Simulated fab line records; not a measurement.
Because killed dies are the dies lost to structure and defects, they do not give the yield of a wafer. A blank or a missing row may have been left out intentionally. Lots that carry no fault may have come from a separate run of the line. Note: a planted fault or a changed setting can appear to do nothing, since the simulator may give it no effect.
A struck lot beside a sound one || flow n5_finfet || 40 steps out of a route of 1938
Sound: wafers L916.3, L916.5, L916.6. Wafers L907.2, L907.6 were the ones struck. Last of all comes the cause.
For every step that has rows: the tool of each side, followed by ch and its chambers, followed by its first start. Under that, the readings that differ: sound wafers || struck wafers || difference of the means || sigmas: that difference in standard deviations of wafers without a fault.
alike: readings whose means differ by less than 2 such deviations, and words and numbers that are the same on both sides. not compared: withheld readings, readings that some wafer has no value for, bounds like >300 that may hide the same value, and numbers for which the record gives no deviation and whose values overlap.
Wherever a step has rows on one side only, a row that says differs or no value, or a row with sigmas, the two part there. Non-overlapping numbers with no deviation appear without sigmas and do not part them. Lack of a reading on every wafer of one side parts them only where that side has two or more wafers.

N5_BEOL_M13_ETCH_59: etches BARC in N2/H2, target depth 89 nm, overetch 26.7 nm, time 67.9 s.
  sound on rie_diel-05 ch 0,1,3, day 15 02:17; struck on rie_diel-02 ch 0,1, day 12 21:37
  alike: drypump_motor_current_A, oes_product_au, rf_vpp_V, showerhead_plenum_p_Torr, throttle_valve_pct
  not compared: rf_hours_counter_h
N5_BEOL_M13_VIA_ETCH_16: etches SiOC in C4F8/O2/Ar, target depth 921.7 nm.
  sound on rie_diel-05 ch 0,1,3, day 15 02:20; struck on rie_diel-02 ch 0,1, day 12 21:40
  alike: drypump_motor_current_A, oes_product_au, rf_vpp_V, showerhead_plenum_p_Torr, throttle_valve_pct
then, 4 steps without rows for these wafers: N5_BEOL_M13_STRIP_63 (strips in N2/H2); N5_BEOL_M13_STRIP_64 (strips in N2/H2); N5_BEOL_M13_STRIP_71 (strips in post etch residue remover, time 60 s); N5_BEOL_M13_SRD_72 (time 30 s, dry time 30 s).
N5_BEOL_M13_CD_MEAS_17 targets a cd of 190 nm.
  sound: cd_sem-03 at day 15 02:47; struck: cd_sem-01 at day 12 22:06
  alike: cd_nm
then, 5 steps without rows for these wafers: N5_BEOL_M13_COAT_65 (time 60 s, resist thk 350 nm); N5_BEOL_M13_COAT_66 (time 60 s, resist thk 110 nm); N5_BEOL_M13_COAT_22 (resist thk 300 nm); N5_BEOL_M13_EBR_24; N5_BEOL_M13_SOFTBAKE_23 (time 60 s).
N5_BEOL_M13_EXPOSE_25: exposes mask M13, target cd 210 nm.
  sound on krf_scanner-02 ch 0, day 15 03:05; struck on krf_scanner-01 ch 0, day 12 22:23
  alike: mask
then, 3 steps without rows for these wafers: N5_BEOL_M13_PEB_26 (peb time 90 s); N5_BEOL_M13_DEVELOP_27 (develop time 45 s); N5_BEOL_M13_HARDBAKE_32 (time 120 s).
N5_BEOL_M13_CD_MEAS_28 targets a cd of 209.5 nm.
  sound on cd_sem-02 ch 0, day 15 03:14; struck on cd_sem-02 ch 0, day 12 22:34
{"reading": "cd_nm (nm)", "sound": "210.7 210.1 210.3", "struck": "246.7 246.2", "difference": "+36.1", "sigmas": "+36"}
N5_BEOL_M13_OVL_MEAS_29:
  sound on overlay-01 ch 0, day 15 03:16; struck on overlay-02 ch 0, day 12 22:35
  alike: M13_OVL
N5_BEOL_M13_INSPECT_30: inspects for defects (macro).
  sound: defect_inspect-02 at day 15 03:17; struck: defect_inspect-01 at day 12 22:37
  alike: raw_defect_count
N5_BEOL_M13_DESCUM_33: chemistry O2, time 7.9 s.
  sound on rie_diel-02 ch 1,2, day 15 03:21; struck on rie_diel-02 ch 2,3, day 12 22:41
{"reading": "model.BEOL_M13.cd_nm (nm)", "sound": "210.8 210 210.2", "struck": "246.6 246.4", "difference": "+36.2", "sigmas": ""}
  alike: drypump_motor_current_A, oes_product_au, rf_vpp_V, showerhead_plenum_p_Torr, throttle_valve_pct
  not compared: rf_hours_counter_h
N5_BEOL_M13_ETCH_67: etches SiARC in CF4, target depth 143 nm, time 238.3 s.
  sound on rie_diel-02 ch 1,2, day 15 03:23; struck on rie_diel-02 ch 2,3, day 12 22:44
  alike: drypump_motor_current_A, etch_rf_on_time_s, oes_product_au, rf_vpp_V, showerhead_plenum_p_Torr, throttle_valve_pct
  not compared: rf_hours_counter_h
N5_BEOL_M13_ETCH_68: etches SOC in N2/H2, time 355 s.
  sound on rie_diel-02 ch 1,2, day 15 03:32; struck on rie_diel-02 ch 2,3, day 12 22:52
  alike: drypump_motor_current_A, oes_product_au, rf_vpp_V, showerhead_plenum_p_Torr, throttle_valve_pct
  not compared: rf_hours_counter_h
then, 4 steps without rows for these wafers: N5_BEOL_M13_STRIP_69 (strips in N2/H2); N5_BEOL_M13_TRENCH_ETCH_34 (etches SiOC in C4F8/O2/Ar, target depth 413.47 nm, time 162.6 s); N5_BEOL_M13_STRIP_70 (strips in C4F8/O2/Ar); N5_BEOL_M13_STRIP_37 (strips in N2/H2).
N5_BEOL_M13_ETCH_38: etches SiCN in CF4/N2, target depth 67.5 nm, time 71.9 s.
  sound on rie_diel-06 ch 1,2, day 15 04:31; struck on rie_diel-06 ch 1,2, day 12 23:27
{"reading": "model.BEOL_M13.cd_nm (nm)", "sound": "212.2 211.2 211.2", "struck": "248.6 248", "difference": "+36.8", "sigmas": ""}
  alike: drypump_motor_current_A, oes_product_au, rf_vpp_V, showerhead_plenum_p_Torr, throttle_valve_pct
  not compared: rf_hours_counter_h
then, 3 steps without rows for these wafers: N5_BEOL_M13_PRECLEAN_39 (cleans in residue remover, time 60 s); N5_BEOL_M13_SRD_40 (time 30 s, dry time 30 s); N5_BEOL_M13_DEGAS_41 (time 60 s).
N5_BEOL_M13_PRE_CLEAN_42: time 30 s.
  sound: pvd_sputter-03 at day 15 04:53; struck: pvd_sputter-01 at day 13 00:16
  alike: heater_power_w
then, 8 steps without rows for these wafers: N5_BEOL_M13_SPUTTER_43 (material TaN, target thk 15 nm, time 24.19 s); N5_BEOL_M13_SPUTTER_44 (material Ta, target thk 10 nm, time 16.13 s); N5_BEOL_M13_SPUTTER_45 (material Cu, target thk 80 nm, time 13.33 s); N5_BEOL_M13_ECD_47 (material Cu, target thk 936 nm); N5_BEOL_M13_ANNEAL_48 (time 90 s); N5_BEOL_M13_CMP_49 (polishes, stops on SiOC, t overpolish 17.1 s, target thk 420 nm); N5_BEOL_M13_PRE_CLEAN_52 (time 15 s); N5_BEOL_M13_DEP_53 (deposits SiCN from 3MS/NH3, target thk 50 nm, time 17.8 s).
N5_BEOL_M15_RC_MEAS_101:
  sound on prober-01 ch 0, day 15 16:35; struck on prober-01 ch 0, day 13 17:16
{"reading": "SERP_M13 (ohm/um)", "sound": "0.304 0.306 0.307", "struck": "0.244 0.251", "difference": -0.058, "sigmas": -10}
{"reading": "SERP_M13_max_site (ohm/um)", "sound": "0.307 0.310 0.308", "struck": "0.247 0.253", "difference": -0.058, "sigmas": -9}
{"reading": "SERP_M5 (ohm/um)", "sound": "35.6 36.2 36.7", "struck": "38.2 40.9", "difference": "+3.4", "sigmas": "+2"}
{"reading": "SERP_M7 (ohm/um)", "sound": "14.7 14.5 14.4", "struck": "13.6 13.4", "difference": -1.0, "sigmas": -2}
  alike: COMB_M10, COMB_M10_max_site, COMB_M11, COMB_M12, COMB_M12_max_site, COMB_M14, COMB_M15, COMB_M5, COMB_M6, COMB_M7, COMB_M7_max_site, COMB_M8, COMB_M9, COMB_M9_max_site, SERP_M10, SERP_M11, SERP_M12, SERP_M12_max_site, SERP_M14, SERP_M6, SERP_M8, SERP_M9

== WHERE THEY PART ==
Earliest at N5_BEOL_M13_CD_MEAS_28; latest, in this record, at N5_BEOL_M15_RC_MEAS_101.

WHY: the cause the simulator had injected
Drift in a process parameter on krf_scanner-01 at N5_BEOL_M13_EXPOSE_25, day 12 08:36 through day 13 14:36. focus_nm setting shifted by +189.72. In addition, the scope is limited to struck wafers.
